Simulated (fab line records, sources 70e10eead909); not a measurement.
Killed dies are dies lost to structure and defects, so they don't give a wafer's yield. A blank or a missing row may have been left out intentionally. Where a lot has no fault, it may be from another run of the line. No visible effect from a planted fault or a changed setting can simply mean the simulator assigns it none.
fab line records | flow nand-harc
record lots=6 | wafers=18 | last-day=33
route steps=1302 shown A_M1@1181
lots with no fault: from the same line, run without faults
start-h: start of the lot's first displayed wafer, in hours after the record's first day | wait-h: hours elapsed since this lot's preceding step | " the same as in the row above | L1.1+2: a single row standing in for several wafers | - either no value or no given start | * or withheld: withheld | < > ~ a bound
route shown NAME@n: NAME is a module with steps in the file, n the number in the route of the first one | usual: mean and standard deviation over wafers with no fault | same: alike in all rows | chamber/n: place in a boat | sites: per-site readings | _std_site: standard deviation across them | _edge_site: the outer-site mean with the inner-site mean subtracted | radius-mm: how far each site lies from the wafer's centre | mask NAME#n: copy n | behind: the last tool/chamber to shape the wafer | hold: what put the lot on hold/how long, in hours/how the hold closed | device: whichever transistor did not switch (one of n, p or np) | end of line: tests of these same wafers at the route's end | where a step has no rows: the recipe by itself | killed: dies lost to structure and defects at the first sort, not the wafer's yield | map: the dies of a wafer, with x for killed, . for not killed, _ for no die there
set.NAME: the setting that was run; set.NAME@STEP: the one run at that earlier step | model.NAME: the simulator's own value behind a step, which no gauge read
lots at some steps of the route; a table a step, a row a wafer
services: from which hour (start-h, from the record's first day; less than 0 if before it) a tool's chamber was out of use, for how many hours, and why
## steps
# step NHARC_A_M1_INSPECT_11
# usual raw-defect-count=91/39
lot.wafer | tool              | chamber | start-h | wait-h | raw-defect-count
L660.2    | defect-inspect-02 | -       | 539.25  | 0.0    | 103
L660.4    | "                 | -       | "       | "      | 119
L660.6    | "                 | -       | "       | "      | 100
L661.3    | defect-inspect-02 | -       | 563.66  | 0.0    | 97
L661.4    | "                 | -       | "       | "      | 94
L661.5    | "                 | -       | "       | "      | 110
L668.2    | defect-inspect-01 | -       | 618.77  | 0.0    | 74
L668.3    | "                 | -       | "       | "      | 68
L668.5    | "                 | -       | "       | "      | 65
L669.1    | defect-inspect-01 | -       | 631.50  | 0.0    | 113
L669.4    | "                 | -       | "       | "      | 123
L669.6    | "                 | -       | "       | "      | 106
L677.1    | defect-inspect-01 | -       | 718.70  | 0.0    | 128
L677.4    | "                 | -       | "       | "      | 105
L677.5    | "                 | -       | "       | "      | 96
L680.1    | defect-inspect-01 | -       | 743.78  | 0.0    | 62
L680.2    | "                 | -       | "       | "      | 73
L680.5    | "                 | -       | "       | "      | 80
# step NHARC_A_M1_DESCUM_14
# recipe time-s=3 | o2-flow-sccm=200 | ar-flow-sccm=0 | bias-power-w=0 | chemistry=O2
# step NHARC_A_M1_ETCH_35
# recipe target-depth-a=400 | overetch-a=120 | time-s=43.94 | ion-energy-ev=200 | n2-flow-sccm=150 | h2-flow-sccm=150 | ar-flow-sccm=0 | rf-w=400 | bias-w=150 | chemistry=N2/H2
# step NHARC_A_M1_ETCH_15
# recipe target-depth-a=1825 | time-s=91.2 | c4f8-flow-sccm=withheld | ar-flow-sccm=400 | rf-w=600 | bias-w=300 | chemistry=C4F8/Ar
# step NHARC_A_M1_CD_MEAS_16
# usual cd-nm=119.7/0.95
lot.wafer | tool      | chamber | start-h | wait-h | cd-nm
L660.2    | cd-sem-02 | -       | 539.67  | -      | 120.8
L660.4    | "         | -       | "       | "      | 121.3
L660.6    | "         | -       | "       | "      | 121.1
L661.3    | cd-sem-02 | -       | 564.03  | -      | 121.1
L661.4    | "         | -       | "       | "      | 121.1
L661.5    | "         | -       | "       | "      | 120.5
L668.2    | cd-sem-03 | -       | 619.14  | -      | 120.5
L668.3    | "         | -       | "       | "      | 118.3
L668.5    | "         | -       | "       | "      | 119.6
L669.1    | cd-sem-03 | -       | 631.88  | -      | 118.9
L669.4    | "         | -       | "       | "      | 119.6
L669.6    | "         | -       | "       | "      | 119.7
L677.1    | cd-sem-03 | -       | 719.06  | -      | 118.6
L677.4    | "         | -       | "       | "      | 120.1
L677.5    | "         | -       | "       | "      | 121.8
L680.1    | cd-sem-03 | -       | 744.15  | -      | 118.2
L680.2    | "         | -       | "       | "      | 117.2
L680.5    | "         | -       | "       | "      | 119.5
# step NHARC_A_M1_STRIP_18
# recipe power-w=1000 | n2-flow-sccm=150 | h2-flow-sccm=150 | ar-flow-sccm=0 | bias-w=0 | chemistry=N2/H2
# usual drypump-motor-current-A=5.8/0.36 | h2-flow-sccm=150.0/0.51 | oes-product-au=0.999/0.012 | rf-vpp-V=90.5/0.97 | showerhead-plenum-p-Torr=2.03/0.092 | throttle-valve-pct=14.171/0.0087
lot.wafer | tool        | chamber | start-h | wait-h | drypump-motor-current-A | h2-flow-sccm | oes-product-au | rf-hours-counter-h | rf-vpp-V | showerhead-plenum-p-Torr | throttle-valve-pct
L660.4    | rie-diel-06 | 3       | 539.76  | 0.1    | 5.7                     | 150.6        | 0.979          | 1.6                | 90.8     | 2.04                     | 14.160
L660.2    | "           | 0       | "       | "      | 6.4                     | 149.6        | 0.976          | 1.6                | 89.5     | 1.89                     | 14.195
L660.6    | "           | 2       | "       | "      | 5.7                     | 149.5        | 0.996          | -                  | 91.7     | 2.13                     | 14.164
L661.3    | rie-diel-06 | 1       | 564.13  | 0.1    | 5.7                     | 149.3        | 1.008          | 2.0                | 90.0     | 2.01                     | 14.162
L661.5    | "           | 0       | "       | "      | 6.4                     | 150.4        | 0.977          | -                  | 88.3     | 1.89                     | 14.166
L661.4    | "           | 1       | "       | "      | 5.7                     | 149.4        | 1.016          | -                  | 89.7     | 2.01                     | 14.185
L668.3    | rie-diel-06 | 2       | 619.24  | 0.1    | 5.7                     | 151.1        | 0.993          | 3.3                | 91.1     | 2.12                     | 14.169
L668.2    | "           | 0       | "       | "      | 6.3                     | 149.8        | 0.996          | 3.8                | 89.2     | 1.89                     | 14.192
L668.5    | "           | 2       | "       | "      | 5.7                     | 150.2        | 1.014          | -                  | 89.5     | 2.12                     | 14.148
L669.4    | rie-diel-06 | 1       | 631.96  | 0.1    | 5.7                     | 149.5        | 1.005          | 4.1                | 90.2     | 2.01                     | 14.189
L669.1    | "           | 3       | "       | "      | 5.7                     | 148.7        | 0.990          | 3.8                | 92.0     | 2.03                     | 14.167
L669.6    | "           | 1       | "       | "      | 5.7                     | 149.0        | 0.997          | -                  | 91.6     | 2.01                     | 14.182
L677.4    | rie-diel-02 | 3       | 719.17  | 0.1    | 5.4                     | 150.6        | 1.012          | 7.7                | 91.5     | 2.04                     | 14.177
L677.1    | "           | 0       | "       | "      | 6.3                     | 150.4        | 1.012          | 8.0                | 93.5     | 2.19                     | 14.170
L677.5    | "           | 2       | "       | "      | 5.4                     | 149.3        | 0.993          | -                  | 90.2     | 1.98                     | 14.158
L680.2    | rie-diel-02 | 1       | 744.22  | 0.1    | 5.3                     | 150.7        | 0.992          | 8.2                | 90.4     | 1.92                     | 14.169
L680.1    | "           | 3       | "       | "      | 5.4                     | 150.2        | 1.015          | 9.1                | 90.9     | 2.04                     | 14.160
L680.5    | "           | 2       | "       | "      | 5.4                     | 150.7        | 1.010          | -                  | 91.7     | 1.98                     | 14.171
# step NHARC_A_M1_ETCH_28
# recipe target-depth-a=300 | over-etch-frac=0.3 | time-s=72.99 | ion-energy-ev=150 | cf4-flow-sccm=50 | n2-flow-sccm=100 | ar-flow-sccm=150 | rf-w=300 | bias-w=100 | chemistry=CF4/N2
# usual drypump-motor-current-A=5.8/0.36 | oes-product-au=1.000/0.013 | rf-vpp-V=313.9/2.1 | showerhead-plenum-p-Torr=2.61/0.11 | throttle-valve-pct=19.793/0.0083
lot.wafer | tool        | chamber | start-h | wait-h | drypump-motor-current-A | oes-product-au | rf-hours-counter-h | rf-vpp-V | showerhead-plenum-p-Torr | throttle-valve-pct
L660.4    | rie-diel-06 | 3       | -       | -      | 5.7                     | 0.985          | 1.6                | 314.4    | 2.62                     | 19.783
L660.2    | "           | 0       | "       | "      | 6.3                     | 0.977          | 1.6                | 311.1    | 2.45                     | 19.789
L660.6    | "           | 3       | "       | "      | 5.7                     | 0.985          | -                  | 314.5    | 2.62                     | 19.792
L661.3    | rie-diel-06 | 0       | -       | -      | 6.3                     | 0.975          | 2.1                | 310.3    | 2.45                     | 19.780
L661.4    | "           | 1       | "       | "      | 5.7                     | 1.001          | -                  | 313.7    | 2.58                     | 19.779
L661.5    | "           | 3       | "       | "      | 5.7                     | 0.981          | -                  | 314.9    | 2.62                     | 19.790
L668.2    | rie-diel-06 | 2       | -       | -      | 5.7                     | 0.998          | 3.3                | 316.9    | 2.73                     | 19.795
L668.3    | "           | 0       | "       | "      | 6.3                     | 0.997          | 3.8                | 310.8    | 2.45                     | 19.796
L668.5    | "           | 3       | "       | "      | 5.7                     | 0.995          | -                  | 313.9    | 2.62                     | 19.792
L669.1    | rie-diel-06 | 2       | -       | -      | 5.7                     | 0.998          | 3.7                | 317.5    | 2.72                     | 19.805
L669.4    | "           | 3       | "       | "      | 5.7                     | 1.006          | 3.9                | 313.6    | 2.62                     | 19.788
L669.6    | "           | 3       | "       | "      | 5.7                     | 1.005          | -                  | 314.3    | 2.62                     | 19.793
L677.4    | rie-diel-02 | 3       | -       | -      | 5.4                     | 1.014          | 7.7                | 313.3    | 2.62                     | 19.801
L677.1    | "           | 1       | "       | "      | 5.3                     | 0.983          | 6.4                | 312.6    | 2.48                     | 19.795
L677.5    | "           | 3       | "       | "      | 5.4                     | 1.016          | -                  | 314.3    | 2.62                     | 19.794
L680.1    | rie-diel-02 | 1       | -       | -      | 5.3                     | 1.002          | 8.2                | 311.6    | 2.48                     | 19.801
L680.2    | "           | 3       | "       | "      | 5.4                     | 1.008          | 9.2                | 314.2    | 2.62                     | 19.800
L680.5    | "           | 1       | "       | "      | 5.3                     | 0.992          | -                  | 311.6    | 2.48                     | 19.794
# step NHARC_A_M1_STRIP_19
# recipe time-s=600 | temp-c=30 | chemistry=post-etch-residue-remover
# step NHARC_A_M1_DEGAS_29
# recipe temp-c=250 | time-s=60
# usual heater-power-w=332/23 | susceptor-temp-C=249.98/0.18
lot.wafer | tool           | chamber | start-h | wait-h | heater-power-w | susceptor-temp-C
L660.2    | pvd-sputter-01 | -       | 540.37  | -      | 353            | 249.59
L660.4    | "              | -       | "       | "      | 288            | 249.89
L660.6    | "              | -       | "       | "      | 361            | 249.78
L661.3    | pvd-sputter-03 | -       | 564.81  | -      | 351            | -
L661.4    | "              | -       | "       | "      | 361            | -
L661.5    | "              | -       | "       | "      | 321            | -
L668.3    | pvd-sputter-03 | -       | 619.87  | -      | 346            | -
L668.2    | "              | -       | "       | "      | 358            | -
L668.5    | "              | -       | "       | "      | 318            | -
L669.4    | pvd-sputter-02 | -       | 632.59  | -      | 364            | 249.84
L669.1    | "              | -       | "       | "      | 321            | 250.11
L669.6    | "              | -       | "       | "      | 364            | 250.19
L677.1    | pvd-sputter-01 | -       | 719.82  | -      | 324            | -
L677.4    | "              | -       | "       | "      | 320            | -
L677.5    | "              | -       | "       | "      | 317            | -
L680.2    | pvd-sputter-02 | -       | 744.90  | -      | 338            | -
L680.1    | "              | -       | "       | "      | 353            | -
L680.5    | "              | -       | "       | "      | 336            | -
# step NHARC_A_M1_PRE_CLEAN_30
# recipe time-s=30 | temp-c=280 | gas=H2/He
# step NHARC_A_M1_PVD_20
# recipe target-thk-a=50 | bias-v=168.6 | power-w=15000 | chamber-pressure-pa=0.12 | time-s=8.06 | substrate-temp-c=50 | material=TaN
# usual chamber-pressure-pa=0.12/0.00025 | throttle-valve-pct=30.1/0.92
lot.wafer | tool           | chamber | start-h | wait-h | chamber-pressure-pa | throttle-valve-pct
L660.2    | pvd-sputter-01 | -       | -       | -      | 0.12002             | 29.2
L660.4    | "              | -       | "       | "      | 0.12014             | 31.4
L660.6    | "              | -       | "       | "      | 0.11975             | 29.3
L661.3    | pvd-sputter-03 | -       | -       | -      | 0.12021             | 28.7
L661.4    | "              | -       | "       | "      | 0.11998             | 30.3
L661.5    | "              | -       | "       | "      | 0.12007             | 27.8
L668.3    | pvd-sputter-03 | -       | -       | -      | 0.12006             | 29.8
L668.2    | "              | -       | "       | "      | 0.11965             | 30.1
L668.5    | "              | -       | "       | "      | 0.11998             | 28.9
L669.1    | pvd-sputter-02 | -       | -       | -      | 0.12013             | 30.6
L669.4    | "              | -       | "       | "      | 0.12001             | 31.2
L669.6    | "              | -       | "       | "      | 0.12013             | 30.6
L677.1    | pvd-sputter-01 | -       | -       | -      | 0.12                | 30.7
L677.4    | "              | -       | "       | "      | 0.11989             | 29.3
L677.5    | "              | -       | "       | "      | 0.12026             | 30.4
L680.2    | pvd-sputter-02 | -       | -       | -      | 0.11971             | 29.9
L680.1    | "              | -       | "       | "      | 0.11994             | 30.8
L680.5    | "              | -       | "       | "      | 0.11995             | 29.8
# step NHARC_A_M1_PVD_21
# recipe target-thk-a=300 | chamber-pressure-pa=5 | power-w=5000 | substrate-temp-c=30 | time-s=20.49 | material=Cu
# step NHARC_A_M1_ECD_22
# recipe target-thk-a=4000 | bath-temp-c=25 | material=Cu
# usual bath-temp-c=25.00/0.098
lot.wafer | tool      | chamber | start-h | wait-h | bath-temp-c
L660.2    | ecd-cu-02 | 1       | 540.82  | -      | 24.89
L660.4    | "         | 0       | "       | "      | 25.07
L660.6    | "         | 1       | "       | "      | 24.83
L661.4    | ecd-cu-02 | 0       | 565.26  | -      | 24.96
L661.3    | "         | 1       | "       | "      | 25.14
L661.5    | "         | 0       | "       | "      | 24.82
L668.2    | ecd-cu-02 | 1       | 620.26  | -      | 25.02
L668.3    | "         | 0       | "       | "      | 25.03
L668.5    | "         | 1       | "       | "      | 25.06
L669.1    | ecd-cu-02 | 1       | 632.95  | -      | 25.01
L669.4    | "         | 1       | "       | "      | 24.99
L669.6    | "         | 1       | "       | "      | 25.01
L677.1    | ecd-cu-02 | 0       | 720.18  | -      | 24.86
L677.4    | "         | 0       | "       | "      | 24.91
L677.5    | "         | 1       | "       | "      | 25.01
L680.1    | ecd-cu-01 | 0       | 745.26  | -      | 25.02
L680.2    | "         | 1       | "       | "      | 25.07
L680.5    | "         | 0       | "       | "      | 25.19
# step NHARC_A_M1_ANNEAL_31
# recipe temp-c=225 | time-s=90
# usual wafer_temp_C_max=225.85/0.23
lot.wafer | tool          | chamber | start-h | wait-h | wafer_temp_C_max
L660.2    | rtp-anneal-02 | 0       | 541.22  | 0.4    | 225.75
L660.4    | "             | 0       | "       | "      | 225.33
L660.6    | "             | 0       | "       | "      | 225.76
L661.3    | rtp-anneal-01 | 0       | 565.64  | -      | 225.84
L661.4    | "             | 0       | "       | "      | 225.88
L661.5    | "             | 0       | "       | "      | 225.83
L668.2    | rtp-anneal-02 | 0       | 620.64  | -      | 225.63
L668.3    | "             | 0       | "       | "      | 225.95
L668.5    | "             | 0       | "       | "      | 225.49
L669.1    | rtp-anneal-02 | 0       | 633.33  | 0.3    | 226.45
L669.4    | "             | 0       | "       | "      | 225.77
L669.6    | "             | 0       | "       | "      | 225.58
L677.1    | rtp-anneal-02 | 0       | 720.55  | -      | 225.91
L677.4    | "             | 0       | "       | "      | 225.96
L677.5    | "             | 0       | "       | "      | 225.86
L680.1    | rtp-anneal-01 | 0       | 745.64  | -      | 225.79
L680.2    | "             | 0       | "       | "      | 226.05
L680.5    | "             | 0       | "       | "      | 225.75
# step NHARC_A_M1_CMP_23
# recipe t-overpolish-s=20 | target-thk-nm=154.34
# usual motor-current-A=11.3/1.1 | time-to-endpoint-s=28.5/2.8
lot.wafer | tool   | chamber | start-h | wait-h | motor-current-A | time-to-endpoint-s
L660.4    | cmp-03 | 3       | 541.55  | -      | 12.5            | 28.9
L660.2    | "      | 0       | "       | "      | 13.0            | 28.6
L660.6    | "      | 3       | "       | "      | 11.8            | 28.7
L661.4    | cmp-03 | 1       | 565.88  | -      | 11.1            | 31.8
L661.3    | "      | 3       | "       | "      | 11.2            | 32.1
L661.5    | "      | 1       | "       | "      | 10.6            | 30.7
L668.2    | cmp-01 | 1       | 620.95  | -      | 9.8             | 44.5
L668.3    | "      | 0       | "       | "      | 12.7            | 28.4
L668.5    | "      | 2       | "       | "      | 10.9            | 32.2
L669.1    | cmp-01 | 1       | 633.67  | -      | 10.2            | 26.4
L669.4    | "      | 3       | "       | "      | 11.6            | 29.7
L669.6    | "      | 2       | "       | "      | 10.8            | 51.5
L677.1    | cmp-03 | 1       | 720.93  | -      | 10.6            | 28.9
L677.4    | "      | 3       | "       | "      | 11.8            | 27.5
L677.5    | "      | 0       | "       | "      | 12.4            | 25.5
L680.2    | cmp-03 | 1       | 745.98  | -      | 10.4            | 30.5
L680.1    | "      | 3       | "       | "      | 12.3            | 30.0
L680.5    | "      | 2       | "       | "      | 9.5             | 29.6
# step NHARC_A_M1_THK_MEAS_24
# recipe thk-meas-gauge=xrf
# usual thk-nm=154.3/1.7
lot.wafer | tool          | chamber | start-h | wait-h | thk-nm
L660.2    | film-metro-02 | -       | 541.84  | -      | 152.9
L660.4    | "             | -       | "       | "      | 156.2
L660.6    | "             | -       | "       | "      | 155.9
L661.3    | film-metro-01 | -       | 566.19  | -      | 154.8
L661.4    | "             | -       | "       | "      | 154.9
L661.5    | "             | -       | "       | "      | 157.0
L668.2    | film-metro-01 | -       | 621.27  | -      | 153.2
L668.3    | "             | -       | "       | "      | 153.0
L668.5    | "             | -       | "       | "      | 154.3
L669.1    | film-metro-01 | -       | 633.99  | -      | 152.6
L669.4    | "             | -       | "       | "      | 153.8
L669.6    | "             | -       | "       | "      | 155.6
L677.1    | film-metro-01 | -       | 721.21  | -      | 154.5
L677.4    | "             | -       | "       | "      | 154.6
L677.5    | "             | -       | "       | "      | 153.7
L680.1    | film-metro-01 | -       | 746.30  | -      | 156.3
L680.2    | "             | -       | "       | "      | 153.8
L680.5    | "             | -       | "       | "      | 152.3
## services
tool           | chamber | start-h | hours | kind
pvd-sputter-03 | -       | 524.13  | 2.9   | repair
pvd-sputter-03 | -       | 527.05  | 10.0  | pm
cmp-03         | -       | 536.21  | 0.9   | repair
pvd-sputter-02 | -       | 538.09  | 5.6   | repair
rie-diel-02    | 3       | 538.09  | 1.5   | repair
pvd-sputter-01 | -       | 559.20  | 3.8   | repair
rie-diel-06    | 2       | 563.09  | 5.4   | repair
cmp-03         | -       | 568.87  | 3.5   | repair
rie-diel-02    | -       | 570.74  | 9.0   | pm
cmp-03         | -       | 574.55  | 4.0   | pm
pvd-sputter-01 | -       | 590.41  | 10.0  | pm
ecd-cu-02      | -       | 601.09  | 8.0   | pm
pvd-sputter-01 | -       | 619.70  | 1.6   | repair
rie-diel-06    | 3       | 637.55  | 1.6   | repair
ecd-cu-02      | -       | 643.36  | 1.1   | repair
pvd-sputter-02 | -       | 656.25  | 10.0  | pm
rie-diel-02    | 3       | 657.49  | 12.4  | repair
rie-diel-06    | -       | 661.20  | 9.0   | pm
cmp-03         | -       | 672.55  | 4.0   | pm
rie-diel-02    | 1       | 681.82  | 10.4  | repair
pvd-sputter-03 | -       | 689.77  | 6.9   | repair
pvd-sputter-03 | -       | 705.10  | 10.0  | pm
pvd-sputter-02 | -       | 718.56  | 2.4   | repair
rtp-anneal-02  | -       | 744.00  | 12.0  | pm
## key
first-sign step=NHARC_A_M1_CMP_23 | reading=time-to-endpoint-s | direction=up | sigmas=7 | usual=* | struck=*
effect none on later readings
met-at NHARC_A_M1_ECD_22
struck-wafers L668.2,L669.6
onset-between 565.26 620.26
fault kind=process-parameter-drift | tool=ecd-cu-02 | chamber=- | onset-h=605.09 | steps=NHARC_A_M1_ECD_22 | channel=target-thk-a | offset=* | shape=step | end-h=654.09 | scope=struck-wafers-only | acts-in=* | stated=*
